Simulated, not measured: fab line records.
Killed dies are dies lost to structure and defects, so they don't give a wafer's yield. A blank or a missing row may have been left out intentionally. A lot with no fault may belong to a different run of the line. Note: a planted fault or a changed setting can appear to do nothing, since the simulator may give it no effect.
fab line records    flow nand_harc
[record] lots = 6  wafers = 18  last_day = 31
route steps=1302 shown P_M1@315 P_M2@318 END@1302
lots that met no fault: taken from a fault-free run of the same line
start_h: hours from the record's first day to the start of the lot's first wafer shown    wait_h: hours from the lot's prior step to this one    " identical to the entry in the row above    L1.1+2: a single row standing in for several wafers    - either no value or no given start    * or withheld: withheld    < > ~ a bound
route shown NAME@n: NAME is a module with steps in the file, n the number in the route of the first one    usual: mean/standard deviation of fault-free wafers    same: alike in all rows    chamber/n: place in a boat    sites: the reading at each site    _std_site: standard deviation across them    _edge_site: the outer-site mean with the inner-site mean subtracted    radius_mm: for every site, how far away it sits from the centre of the wafer    mask NAME#n: copy n    behind: tool/chamber where the wafer was last shaped    hold: why the lot went on hold/how many hours it stayed there/how the hold came to an end    device: the n, p or np transistor that did not switch    end of line: the same wafers' tests at the end of the route    where a step has no rows: the recipe by itself    killed: count of dies lost to structure and defects at first sort (not the wafer's yield)    map: the dies of a wafer, with x for killed, . for not killed, _ for no die there
set.NAME: the setting that was run; set.NAME@STEP: the one run at that earlier step    model.NAME: the simulator's own value behind a step, which no gauge read
lots seen at some steps along the route; tables by step, rows by wafer
services: from which hour (start_h, from the record's first day; less than 0 if before it) a tool's chamber was out of use, for how many hours, and why
[[steps]]
[step NHARC_P_M1_INSPECT_27]
[usual] raw_defect_count = 308/110
lot.wafer  tool               chamber  start_h  wait_h  raw_defect_count
L957.3     defect_inspect-01  -        141.64   0.0     260
L957.5     "                  -        "        "       157
L957.6     "                  -        "        "       212
L956.3     defect_inspect-01  -        142.79   0.0     265
L956.4     "                  -        "        "       367
L956.6     "                  -        "        "       317
L963.1     defect_inspect-01  -        218.78   0.0     207
L963.2     "                  -        "        "       174
L963.3     "                  -        "        "       225
L966.1     defect_inspect-02  -        242.30   0.0     267
L966.4     "                  -        "        "       443
L966.5     "                  -        "        "       230
L972.1     defect_inspect-02  -        304.43   0.0     475
L972.4     "                  -        "        "       326
L972.5     "                  -        "        "       288
L975.2     defect_inspect-02  -        326.92   0.0     414
L975.5     "                  -        "        "       217
L975.6     "                  -        "        "       306
[step NHARC_P_M1_PRE_CLEAN_32]
[recipe] time_s = 12  temp_c = 370  rf_power_w = 300  gas = NH3
[usual] heater_power_w = 615/82
[same] time_s = 12
lot.wafer  tool      chamber  start_h  wait_h  heater_power_w
L957.3     pecvd-02  2        141.72   0.1     617
L957.6     "         1        "        "       466
L957.5     "         2        "        "       625
L956.3     pecvd-02  1        142.87   0.1     470
L956.4     "         1        "        "       464
L956.6     "         2        "        "       643
L963.3     pecvd-03  0        218.85   0.1     574
L963.1     "         1        "        "       761
L963.2     "         2        "        "       645
L966.1     pecvd-03  1        242.39   0.1     762
L966.4     "         0        "        "       560
L966.5     "         1        "        "       745
L972.1     pecvd-01  1        304.50   0.1     616
L972.4     "         1        "        "       632
L972.5     "         1        "        "       622
L975.2     pecvd-03  0        327.01   0.1     517
L975.5     "         1        "        "       711
L975.6     "         2        "        "       687
[step NHARC_P_M1_DEP_33]
[recipe] target_thk_a = 300  temp_c = 370  target_thk_nm = 30  pressure_torr = 3  flow_sccm = 200  rf_w = 450  material = SiCN
[usual] heater_power_w = 569/85
lot.wafer  tool      chamber  start_h  wait_h  heater_power_w
L957.3     pecvd-02  2        141.83   0.1     696
L957.6     "         1        "        "       460
L957.5     "         2        "        "       692
L956.3     pecvd-02  1        142.97   0.1     419
L956.4     "         1        "        "       423
L956.6     "         2        "        "       631
L963.3     pecvd-03  0        218.93   0.1     559
L963.1     "         1        "        "       698
L963.2     "         2        "        "       609
L966.1     pecvd-03  1        242.53   0.1     655
L966.4     "         0        "        "       558
L966.5     "         1        "        "       658
L972.1     pecvd-01  1        304.62   0.1     589
L972.4     "         1        "        "       588
L972.5     "         1        "        "       599
L975.2     pecvd-03  0        327.15   0.1     528
L975.5     "         1        "        "       632
L975.6     "         2        "        "       520
[step NHARC_P_M2_DEP_00]
[recipe] target_thk_a = 1825  target_thk_nm = 182.5  temp_c = withheld  pressure_torr = 5  flow_sccm = 200  rf_w = 600  material = SiOC
[step NHARC_P_M2_DEHYDRATE_01]
[recipe] temp_c = 150  time_s = 120
[step NHARC_P_M2_HMDS_02]
[recipe] time_s = 30
[step NHARC_P_M2_COAT_34]
[recipe] temp_c = 200  time_s = 65
[step NHARC_P_M2_COAT_03]
[recipe] spin_rpm = 1500  resist_thk_nm = 90
[step NHARC_P_M2_SOFTBAKE_04]
[recipe] temp_c = 105  time_s = 55
[step NHARC_P_M2_EBR_05]
[step NHARC_P_M2_EXPOSE_06]
[recipe] na = 1.35  target_cd_nm = 170  dose_mj = 80.78  mask_id = P_M2
[step NHARC_P_M2_PEB_07]
[recipe] peb_temp_c = 100  peb_time_s = 65
[usual] heater_power_total_W = 156.7/0.39
lot.wafer  tool            chamber  start_h  wait_h  heater_power_total_W
L957.3     litho_track-04  0        142.96   0.0     156.6
L957.5     "               0        "        "       156.3
L957.6     "               0        "        "       156.7
L956.3     litho_track-01  0        143.95   0.0     157.1
L956.4     "               0        "        "       157.2
L956.6     "               0        "        "       157.1
L963.1     litho_track-04  0        220.10   0.1     156.2
L963.2     "               0        "        "       196.3
L963.3     "               0        "        "       156.0
L966.1     litho_track-04  0        243.61   0.1     156.4
L966.4     "               0        "        "       157.0
L966.5     "               0        "        "       195.3
L972.1     litho_track-01  0        305.91   0.1     156.2
L972.4     "               0        "        "       156.7
L972.5     "               0        "        "       156.0
L975.2     litho_track-01  0        328.23   0.1     157.0
L975.5     "               0        "        "       157.0
L975.6     "               0        "        "       155.9
[step NHARC_P_M2_DEVELOP_08]
[recipe] develop_time_s = 35  dev_temp_c = 23
[step NHARC_P_M2_CD_MEAS_09]
[recipe] target_cd_nm = 170  landing_energy_ev = 500
[usual] cd_nm = 169.7/0.64
[same] landing_energy_ev = 500
lot.wafer  tool       chamber  start_h  wait_h  cd_nm
L957.3     cd_sem-03  0        143.04   -       170.2
L957.5     "          0        "        "       169.7
L957.6     "          0        "        "       169.8
L956.3     cd_sem-03  0        144.03   -       169.4
L956.4     "          0        "        "       168.4
L956.6     "          0        "        "       169.8
L963.1     cd_sem-03  0        220.18   -       169.6
L963.2     "          0        "        "       155.0
L963.3     "          0        "        "       169.7
L966.1     cd_sem-01  0        243.69   -       170.1
L966.4     "          0        "        "       169.0
L966.5     "          0        "        "       154.1
L972.1     cd_sem-03  0        305.99   -       169.8
L972.4     "          0        "        "       169.1
L972.5     "          0        "        "       169.2
L975.2     cd_sem-01  0        328.31   -       169.3
L975.5     "          0        "        "       169.5
L975.6     "          0        "        "       169.4
[step NHARC_P_M2_OVL_MEAS_10]
[recipe] pitch_nm = 340
[usual] overlay_x_nm = 0.3/0.76  overlay_y_nm = -0.1/0.79
lot.wafer  tool        chamber  start_h  wait_h  overlay_x_nm  overlay_y_nm
L957.3     overlay-01  -        143.12   -       -0.2          1.0
L957.5     "           -        "        "       -0.1          0.0
L957.6     "           -        "        "       -0.7          0.4
L956.3     overlay-01  -        144.12   -       1.4           -0.1
L956.4     "           -        "        "       1.4           -0.1
L956.6     "           -        "        "       1.0           -0.6
L963.1     overlay-01  -        220.27   -       -0.5          -0.5
L963.2     "           -        "        "       0.0           -0.2
L963.3     "           -        "        "       -0.4          -0.2
L966.1     overlay-02  -        243.78   -       0.5           -0.9
L966.4     "           -        "        "       0.4           -0.5
L966.5     "           -        "        "       0.5           -0.2
L972.1     overlay-02  -        306.09   -       -0.1          -1.2
L972.4     "           -        "        "       -0.1          -0.9
L972.5     "           -        "        "       0.1           -0.7
L975.2     overlay-01  -        328.40   -       0.1           1.1
L975.5     "           -        "        "       0.8           0.1
L975.6     "           -        "        "       0.7           0.3
[step NHARC_P_M2_INSPECT_11]
[usual] raw_defect_count = 4.3/2.4
lot.wafer  tool               chamber  start_h  wait_h  raw_defect_count
L957.3     defect_inspect-02  -        143.16   0.0     5
L957.5     "                  -        "        "       4
L957.6     "                  -        "        "       6
L956.3     defect_inspect-02  -        144.15   0.0     3
L956.4     "                  -        "        "       3
L956.6     "                  -        "        "       5
L963.1     defect_inspect-01  -        220.31   0.0     4
L963.2     "                  -        "        "       7
L963.3     "                  -        "        "       3
L966.1     defect_inspect-01  -        243.81   0.0     4
L966.4     "                  -        "        "       4
L966.5     "                  -        "        "       11
L972.1     defect_inspect-02  -        306.12   0.0     6
L972.4     "                  -        "        "       9
L972.5     "                  -        "        "       12
L975.2     defect_inspect-02  -        328.44   0.0     7
L975.5     "                  -        "        "       1
L975.6     "                  -        "        "       2
[step NHARC_P_M2_DESCUM_14]
[recipe] time_s = 3  o2_flow_sccm = 200  ar_flow_sccm = 0  bias_power_w = 0  chemistry = O2
[usual] drypump_motor_current_A = 5.4/0.43  o2_flow_sccm = 200.0/0.56  oes_product_au = 1.003/0.011  rf_vpp_V = 57.9/0.84  showerhead_plenum_p_Torr = 1.94/0.077  throttle_valve_pct = 11.311/0.009
[same] time_s = 3
lot.wafer  tool         chamber  start_h  wait_h  drypump_motor_current_A  o2_flow_sccm  oes_product_au  rf_hours_counter_h  rf_vpp_V  showerhead_plenum_p_Torr  throttle_valve_pct  model.P_M2.cd_nm
L957.3     rie_diel-08  3        143.25   0.1     5.3                      201.5         0.994           5.9                 57.1      1.95                      11.298              170.3
L957.6     "            0        "        "       5.1                      200.0         1.002           -                   57.7      1.86                      11.307              170.3
L957.5     "            1        "        "       6.2                      199.6         0.989           -                   58.2      1.94                      11.320              168.7
L956.3     rie_diel-10  3        144.21   0.1     5.2                      199.3         1.000           5.4                 57.3      2.06                      11.313              169.9
L956.4     "            0        "        "       6.7                      201.3         1.006           5.2                 59.0      1.90                      11.318              169.2
L956.6     "            3        "        "       5.1                      200.0         0.996           -                   58.4      2.06                      11.316              169.8
L963.1     rie_diel-08  1        220.37   0.1     6.1                      200.4         0.995           0.8                 58.7      1.94                      11.303              168.9
L963.3     "            3        "        "       5.3                      200.0         1.000           1.1                 57.7      1.95                      11.297              170.5
L963.2     "            0        "        "       5.1                      200.1         1.009           0.7                 56.3      1.86                      11.322              154.9
L966.1     rie_diel-09  2        243.88   0.1     5.3                      199.5         1.030           4.0                 58.1      2.02                      11.323              169.7
L966.4     "            0        "        "       5.6                      199.8         1.001           3.9                 58.6      1.83                      11.308              169.5
L966.5     "            2        "        "       5.3                      200.2         1.013           -                   58.8      2.02                      11.315              154
L972.4     rie_diel-09  2        306.20   0.1     5.3                      199.9         1.018           8.2                 57.4      2.02                      11.299              169.3
L972.1     "            3        "        "       4.9                      199.7         1.004           7.6                 58.6      1.99                      11.298              169.2
L972.5     "            0        "        "       5.5                      200.1         0.999           -                   58.3      1.82                      11.305              170.3
L975.2     rie_diel-08  0        328.50   0.1     5.1                      199.7         1.005           4.8                 56.8      1.86                      11.316              169.4
L975.6     "            0        "        "       5.1                      199.6         1.006           -                   58.3      1.86                      11.312              169.8
L975.5     "            1        "        "       6.2                      200.6         1.003           -                   57.1      1.94                      11.311              168.7
[step NHARC_P_M2_ETCH_35]
[recipe] target_depth_a = 400  overetch_a = 120  time_s = 43.94  ion_energy_ev = 200  n2_flow_sccm = 150  h2_flow_sccm = 150  ar_flow_sccm = 0  rf_w = 400  bias_w = 150  chemistry = N2/H2
[usual] drypump_motor_current_A = 5.4/0.43  oes_product_au = 1.002/0.01  rf_vpp_V = 431.2/2.4  showerhead_plenum_p_Torr = 2.06/0.085  throttle_valve_pct = 14.171/0.0094
[same] time_s = 43.94
lot.wafer  tool         chamber  start_h  wait_h  drypump_motor_current_A  oes_product_au  rf_hours_counter_h  rf_vpp_V  showerhead_plenum_p_Torr  throttle_valve_pct
L957.3     rie_diel-08  1        143.32   0.1     6.2                      1.004           5.4                 431.8     2.07                      14.178
L957.5     "            3        "        "       5.3                      0.987           -                   431.2     2.08                      14.165
L957.6     "            0        "        "       5.1                      0.999           -                   427.2     1.98                      14.178
L956.4     rie_diel-10  2        144.30   0.1     5.0                      1.000           2.7                 433.4     2.19                      14.165
L956.3     "            1        "        "       5.4                      0.999           4.3                 426.8     1.92                      14.160
L956.6     "            3        "        "       5.2                      0.977           -                   434.3     2.20                      14.164
L963.2     rie_diel-08  3        220.45   0.1     5.3                      0.989           1.1                 430.0     2.08                      14.183
L963.3     "            1        "        "       6.2                      0.993           0.8                 431.9     2.07                      14.165
L963.1     "            2        "        "       5.7                      1.004           1.2                 433.3     2.13                      14.167
L966.4     rie_diel-09  3        243.97   0.1     4.9                      0.999           3.9                 431.5     2.13                      14.175
L966.1     "            0        "        "       5.5                      1.008           3.9                 427.6     1.94                      14.182
L966.5     "            2        "        "       5.3                      1.018           -                   435.1     2.15                      14.176
L972.1     rie_diel-09  1        306.27   0.1     5.7                      1.010           8.2                 429.3     2.01                      14.170
L972.4     "            2        "        "       5.3                      1.003           8.2                 432.6     2.15                      14.176
L972.5     "            1        "        "       5.7                      1.016           -                   429.2     2.01                      14.178
L975.2     rie_diel-08  0        328.58   0.1     5.1                      1.010           4.8                 427.3     1.98                      14.156
L975.6     "            0        "        "       5.0                      1.004           -                   429.4     1.98                      14.172
L975.5     "            1        "        "       6.2                      1.002           -                   431.2     2.07                      14.161
[step NHARC_P_M2_ETCH_15]
[recipe] target_depth_a = 1825  time_s = 91.2  c4f8_flow_sccm = withheld  ar_flow_sccm = 400  rf_w = 600  bias_w = 300  chemistry = C4F8/Ar
[usual] oes_product_au = 0.950/0.025  rf_vpp_V = 441.5/2.7
[same] time_s = 91.2
lot.wafer  tool         chamber  start_h  wait_h  oes_product_au  rf_hours_counter_h  rf_vpp_V
L957.3     rie_diel-08  2        -        -       0.921           6.0                 444.5
L957.5     "            1        "        "       0.929           -                   442.6
L957.6     "            2        "        "       0.927           -                   442.5
L956.3     rie_diel-10  1        -        -       0.929           4.3                 436.0
L956.4     "            3        "        "       0.924           5.4                 445.4
L956.6     "            2        "        "       0.920           -                   445.4
L963.1     rie_diel-08  0        -        -       0.978           0.8                 438.5
L963.3     "            1        "        "       0.948           0.8                 441.6
L963.2     "            2        "        "       0.961           1.2                 443.7
L966.4     rie_diel-09  0        -        -       0.980           3.9                 437.9
L966.1     "            1        "        "       0.966           4.0                 440.5
L966.5     "            1        "        "       0.969           -                   440.9
L972.4     rie_diel-09  0        -        -       0.960           7.6                 438.9
L972.1     "            3        "        "       0.984           7.6                 444.7
L972.5     "            1        "        "       0.968           -                   437.8
L975.2     rie_diel-08  1        -        -       0.919           5.1                 441.8
L975.6     "            3        "        "       0.927           -                   441.8
L975.5     "            0        "        "       0.932           -                   439.8
[step NHARC_P_M2_CD_MEAS_16]
[usual] cd_nm = 169.8/0.81
lot.wafer  tool       chamber  start_h  wait_h  cd_nm
L957.3     cd_sem-03  -        143.53   -       170.4
L957.5     "          -        "        "       168.8
L957.6     "          -        "        "       170.3
L956.3     cd_sem-01  -        144.52   -       170.7
L956.4     "          -        "        "       169.8
L956.6     "          -        "        "       169.8
L963.1     cd_sem-02  -        220.67   -       168.9
L963.2     "          -        "        "       154.7
L963.3     "          -        "        "       170.6
L966.1     cd_sem-02  -        244.18   -       169.7
L966.4     "          -        "        "       169.7
L966.5     "          -        "        "       153.9
L972.1     cd_sem-02  -        306.49   -       169.0
L972.4     "          -        "        "       168.8
L972.5     "          -        "        "       170.5
L975.2     cd_sem-01  -        328.80   -       169.4
L975.5     "          -        "        "       169.0
L975.6     "          -        "        "       169.7
[step NHARC_P_M2_STRIP_18]
[recipe] power_w = 1000  n2_flow_sccm = 150  h2_flow_sccm = 150  ar_flow_sccm = 0  bias_w = 0  chemistry = N2/H2
[usual] drypump_motor_current_A = 5.5/0.55  oes_product_au = 1.003/0.0095  rf_vpp_V = 90.9/1  showerhead_plenum_p_Torr = 2.07/0.098  throttle_valve_pct = 14.171/0.0085
lot.wafer  tool         chamber  start_h  wait_h  drypump_motor_current_A  oes_product_au  rf_hours_counter_h  rf_vpp_V  showerhead_plenum_p_Torr  throttle_valve_pct
L957.3     rie_diel-10  0        143.60   0.1     6.7                      1.012           5.1                 90.9      2.02                      14.165
L957.6     "            0        "        "       6.7                      1.009           -                   90.9      2.02                      14.171
L957.5     "            1        "        "       5.4                      1.002           -                   90.4      1.92                      14.177
L956.3     rie_diel-10  2        144.59   0.1     5.0                      0.992           2.8                 91.5      2.19                      14.184
L956.4     "            0        "        "       6.7                      1.007           5.2                 90.2      2.02                      14.171
L956.6     "            2        "        "       5.0                      0.996           -                   93.7      2.19                      14.153
L963.1     rie_diel-09  3        220.75   0.1     4.9                      0.999           2.6                 91.0      2.13                      14.174
L963.2     "            0        "        "       5.5                      1.000           2.7                 90.2      1.94                      14.165
L963.3     "            1        "        "       5.7                      1.007           2.7                 90.8      2.01                      14.160
L966.1     rie_diel-09  1        244.25   0.1     5.7                      0.994           4.0                 90.6      2.01                      14.174
L966.4     "            2        "        "       5.3                      1.024           4.1                 91.3      2.15                      14.165
L966.5     "            1        "        "       5.7                      1.000           -                   89.4      2.01                      14.155
L972.4     rie_diel-10  3        306.59   0.1     5.2                      0.994           4.5                 90.8      2.19                      14.173
L972.1     "            0        "        "       6.7                      1.019           4.2                 89.8      2.02                      14.173
L972.5     "            3        "        "       5.2                      1.009           -                   91.1      2.19                      14.174
L975.2     rie_diel-10  1        328.93   0.1     5.4                      1.000           4.1                 92.0      1.92                      14.170
L975.6     "            3        "        "       5.2                      1.001           -                   90.3      2.19                      14.164
L975.5     "            0        "        "       6.7                      1.015           -                   90.7      2.02                      14.177
[step NHARC_P_M2_ETCH_28]
[recipe] target_depth_a = 300  over_etch_frac = 0.3  time_s = 72.99  ion_energy_ev = 150  cf4_flow_sccm = 50  n2_flow_sccm = 100  ar_flow_sccm = 150  rf_w = 300  bias_w = 100  chemistry = CF4/N2
[usual] drypump_motor_current_A = 5.5/0.53  oes_product_au = 1.003/0.0095  rf_vpp_V = 314.8/2.2  showerhead_plenum_p_Torr = 2.67/0.12  throttle_valve_pct = 19.794/0.0088
[same] time_s = 72.99
lot.wafer  tool         chamber  start_h  wait_h  drypump_motor_current_A  oes_product_au  rf_hours_counter_h  rf_vpp_V  showerhead_plenum_p_Torr  throttle_valve_pct  model.P_M2.cd_nm
L957.3     rie_diel-10  0        -        -       6.7                      1.013           5.2                 314.2     2.61                      19.791              170
L957.6     "            0        "        "       6.7                      1.009           -                   313.3     2.60                      19.788              170.1
L957.5     "            1        "        "       5.4                      1.011           -                   310.0     2.49                      19.789              168.6
L956.4     rie_diel-10  3        -        -       5.1                      0.981           5.5                 316.7     2.81                      19.804              169.8
L956.3     "            2        "        "       5.0                      0.989           2.8                 317.8     2.80                      19.782              171.3
L956.6     "            0        "        "       6.7                      0.989           -                   313.6     2.60                      19.806              169.9
L963.3     rie_diel-09  3        -        -       4.9                      0.999           2.7                 316.8     2.73                      19.790              171
L963.1     "            0        "        "       5.5                      0.994           2.8                 311.9     2.51                      19.790              169.1
L963.2     "            1        "        "       5.7                      1.007           2.8                 312.7     2.59                      19.788              155
L966.4     rie_diel-09  3        -        -       4.9                      1.012           4.0                 316.4     2.73                      19.797              169.4
L966.1     "            0        "        "       5.5                      1.005           4.0                 311.6     2.51                      19.770              169.8
L966.5     "            1        "        "       5.7                      1.004           -                   313.2     2.59                      19.810              154.7
L972.4     rie_diel-10  2        -        -       5.1                      1.011           3.3                 316.5     2.80                      19.788              167.7
L972.1     "            3        "        "       5.2                      1.005           4.6                 316.8     2.81                      19.810              168.5
L972.5     "            2        "        "       5.0                      1.006           -                   316.5     2.80                      19.788              169.5
L975.2     rie_diel-10  1        -        -       5.4                      0.978           4.1                 311.3     2.48                      19.789              169.9
L975.5     "            1        "        "       5.5                      0.996           -                   311.1     2.48                      19.802              168.9
L975.6     "            2        "        "       5.0                      1.000           -                   315.3     2.80                      19.795              169.2
[step NHARC_P_M2_STRIP_19]
[recipe] time_s = 600  temp_c = 30  chemistry = post_etch_residue_remover
[step NHARC_END_SORT_01]
[recipe] temp_c = 25
[usual] defect_limited_yield = 91.3/2.2  killed_at_array = 55/15  killed_at_other = 1.0/1.2  killed_at_periphery = 3.4/2.2  killed_dies = 59/15  killed_open = 3.2/2  killed_short = 2.5/1.7
[same] gross_dies = 677
lot.wafer  tool       chamber  start_h  wait_h  defect_limited_yield[%]  killed_at_array  killed_at_other  killed_at_periphery  killed_dies  killed_open  killed_short
L957.3     prober-02  0        574.07   3.1     91.7                     53               2                1                    56           2            2
L957.5     prober-02  0        575.64   3.6     92.9                     44               2                2                    48           3            2
L957.6     prober-02  0        576.42   3.9     92.5                     45               1                5                    51           4            7
L963.2     prober-01  0        655.28   2.8     90.3                     60               1                5                    66           1            1
// killed by level:class
L957.3 A_SLIT:chamber_film_flake=26 A_CHANNEL_HOLE_D2:chamber_film_flake=9 A_STAIRCASE:chamber_film_flake=4 A_CONTACT:chamber_film_flake=4 A_DECK1_JOINT:chamber_film_flake=2 A_CONTACT:unspecified=2 THIN_TSV:chamber_film_flake=2 A_ONON_D1:geometric_particle:short=1
L957.5 A_SLIT:chamber_film_flake=22 A_CHANNEL_HOLE_D2:chamber_film_flake=7 A_CHANNEL_HOLE_D1:chamber_film_flake=6 A_DECK1_JOINT:chamber_film_flake=2 A_CONTACT:unspecified=2 A_CONTACT:chamber_film_flake=2 P_GATE:geometric_particle:open=1 A_ONON_D2:geometric_particle:open=1
L957.6 A_SLIT:chamber_film_flake=22 A_CHANNEL_HOLE_D2:chamber_film_flake=8 A_STAIRCASE:chamber_film_flake=3 A_CHANNEL_HOLE_D1:chamber_film_flake=2 A_DECK1_JOINT:chamber_film_flake=2 P_STI:geometric_particle:short=1 P_GATE:geometric_particle:short=1 P_GATE:geometric_particle:open=1
L963.2 A_SLIT:chamber_film_flake=27 A_CHANNEL_HOLE_D1:chamber_film_flake=17 A_CHANNEL_HOLE_D2:chamber_film_flake=9 A_CONTACT:chamber_film_flake=3 P_ZERO_WELL:chamber_film_flake=2 A_STAIRCASE:chamber_film_flake=2 P_M2:area_peb=2 A_DECK1_JOINT:geometric_particle:short=1
[[services]]
tool            chamber  start_h  hours  kind
rie_diel-10     0        123.50   -      clean
rie_diel-10     1        123.50   -      clean
rie_diel-10     2        123.50   -      clean
rie_diel-10     3        123.50   -      clean
pecvd-01        -        130.36   13.0   pm
rie_diel-09     -        143.10   9.0    pm
rie_diel-08     3        144.36   9.3    repair
rie_diel-10     0        148.00   -      clean
rie_diel-10     1        148.00   -      clean
rie_diel-10     2        148.00   -      clean
rie_diel-08     2        149.44   7.8    repair
pecvd-02        -        152.93   0.6    repair
litho_track-01  -        155.00   7.0    pm
rie_diel-08     1        158.60   9.4    repair
pecvd-03        -        185.38   13.0   pm
rie_diel-08     -        190.80   9.0    pm
litho_track-04  -        203.00   7.0    pm
rie_diel-10     1        216.80   14.7   repair
pecvd-02        -        227.45   13.0   pm
rie_diel-09     -        230.52   0.2    repair
rie_diel-10     -        242.50   9.0    pm
pecvd-01        0        294.03   15.4   repair
pecvd-01        -        311.54   13.0   pm
rie_diel-09     -        320.10   9.0    pm
[[key]]
[first_sign] step = NHARC_P_M2_PEB_07  reading = heater_power_total_W  direction = up  sigmas = 99+  usual = *  struck = *
[effect] step = NHARC_P_M2_CD_MEAS_09  reading = cd_nm  direction = down  sigmas = 24  usual = 169.7  struck = 154.6
[effect] step = NHARC_P_M2_CD_MEAS_16  reading = cd_nm  direction = down  sigmas = 19  usual = 169.8  struck = 154.3
[model_effect] step = NHARC_P_M2_DESCUM_14  value = P_M2.cd_nm  without = 169.7  struck = 154.5
[model_effect] step = NHARC_P_M2_ETCH_28  value = P_M2.cd_nm  without = 170.1  struck = 154.9
met_at NHARC_P_M2_PEB_07
struck_wafers L963.2,L966.5
onset_between 142.96 220.10
[fault] kind = process_parameter_drift  tool = litho_track-04  chamber = -  onset_h = 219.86  steps = NHARC_P_M2_PEB_07  channel = peb_time_s  offset = *  shape = step  end_h = 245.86  scope = struck_wafers_only  acts_in = *  stated = *
